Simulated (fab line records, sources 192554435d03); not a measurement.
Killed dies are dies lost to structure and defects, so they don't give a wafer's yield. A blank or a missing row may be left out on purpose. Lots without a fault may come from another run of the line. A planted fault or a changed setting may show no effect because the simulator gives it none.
One fault seen from 2 desks | flow n5_finfet | each desk has only its own numbers; what lay behind them comes last

THE METROLOGY DESK
What the gauges read, lot by lot, whatever tool the lot ran on: means of the sampled wafers that have a number. A lot is out of limits, marked OUT, if its mean lies more than 4 standard deviations from the usual mean; the brackets give that distance. Of its 14 readings 7 are shown: the one that was out of limits first, and those that lie furthest out on some lot.
Columns: A = ION_P at N5_BEOL_M4_RC_MEAS_101, usual 462 uA/um; B = RC_DENSE_N at N5_BEOL_M4_RC_MEAS_101, usual 19.0 ohm.um; C = RC_DENSE_P at N5_BEOL_M4_RC_MEAS_101, usual 23.7 ohm.um; D = RC_N at N5_BEOL_M4_RC_MEAS_101, usual 15.5 ohm.um; E = RC_P at N5_BEOL_M4_RC_MEAS_101, usual 19.3 ohm.um; F = SS_N at N5_BEOL_M4_RC_MEAS_101, usual 71.6 mV/dec; G = VT_P at N5_BEOL_M4_RC_MEAS_101, usual -250 mV
lot  | first seen here | A   | B               | C               | D               | E               | F    | G
L580 | day 9 10:38     | 462 | 19.1            | 24.1            | 15.6            | 19.6            | 72.2 | -250
L579 | day 9 11:10     | 470 | 19.2            | 23.9            | 15.7            | 19.5            | 70.7 | -245
L583 | day 9 15:41     | 445 | 23.4 (+8.7) OUT | 29.0 (+8.5) OUT | 19.0 (+8.5) OUT | 23.4 (+8.5) OUT | 71.1 | -257
L581 | day 10 02:23    | 477 | 18.7            | 23.2            | 15.3            | 19.0            | 70.6 | -249
L584 | day 10 06:55    | 455 | 23.7 (+9.2) OUT | 29.2 (+8.9) OUT | 19.2 (+9.1) OUT | 23.5 (+8.8) OUT | 71.6 | -250
L590 | day 11 14:56    | 462 | 18.6            | 23.1            | 15.2            | 18.9            | 71.6 | -251
L593 | day 12 15:44    | 458 | 18.7            | 23.6            | 15.3            | 19.2            | 72.1 | -250
L595 | day 13 03:19    | 462 | 19.2            | 23.9            | 15.7            | 19.6            | 72.2 | -247
This desk's finding: out of limits on L583, L584; first on L583, day 9 15:41 (RC_DENSE_N at N5_BEOL_M4_RC_MEAS_101). In limits: L580, L579, L581, L590, L593, L595.

THE TOOL OWNER'S DESK: implanter-02
The tool's own readings at N5_MOL_CONTACT_COAG_IMPLANT_129: means of the sampled wafers that have a number, for each lot that ran on this tool. A lot is out of limits, marked OUT, if its mean lies more than 4 standard deviations from the usual mean; the brackets give that distance.
Columns: A = beam_energy_keV at N5_MOL_CONTACT_COAG_IMPLANT_129, usual 3.0001; B = end_station_pressure_torr at N5_MOL_CONTACT_COAG_IMPLANT_129, usual 5.9e-06 Torr
lot  | first seen here | A                        | B
L579 | day 4 21:40     | 3.0001                   | 6.1e-06
L580 | day 4 23:53     | 3.0005                   | 5.7e-06
L582 | day 5 10:10     | 1.3502 (-99 or more) OUT | 1.0e-05 (+14) OUT
L583 | day 5 18:20     | 1.3498 (-99 or more) OUT | 9.9e-06 (+13) OUT
L584 | day 5 21:02     | 1.3501 (-99 or more) OUT | 9.8e-06 (+13) OUT
L585 | day 6 06:24     | 1.3509 (-99 or more) OUT | 1.0e-05 (+13) OUT
This desk's finding: out of limits on L582, L583, L584, L585; first on L582, day 5 10:10 (beam_energy_keV at N5_MOL_CONTACT_COAG_IMPLANT_129). In limits: L579, L580.

PUT TOGETHER
The tool owner's desk could have raised an alarm at day 5 10:10, on L582, L583, L584, L585.
The metrology desk could have raised an alarm at day 9 15:41, on L583, L584.
The metrology desk has no number on record for L582, L585.
Of the lots named, all ran N5_MOL_CONTACT_COAG_IMPLANT_129 on implanter-02.

WHAT THE SIMULATOR HAD PUT IN
Process parameter drift: implanter-02, from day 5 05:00 on, at N5_MOL_CONTACT_COAG_IMPLANT_129. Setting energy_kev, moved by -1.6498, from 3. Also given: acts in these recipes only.
Lots struck among those shown: L582, L583, L584, L585.
Hours from the fault's start to each desk's first reading out of limits: the tool owner's desk, 5; the metrology desk, 107.
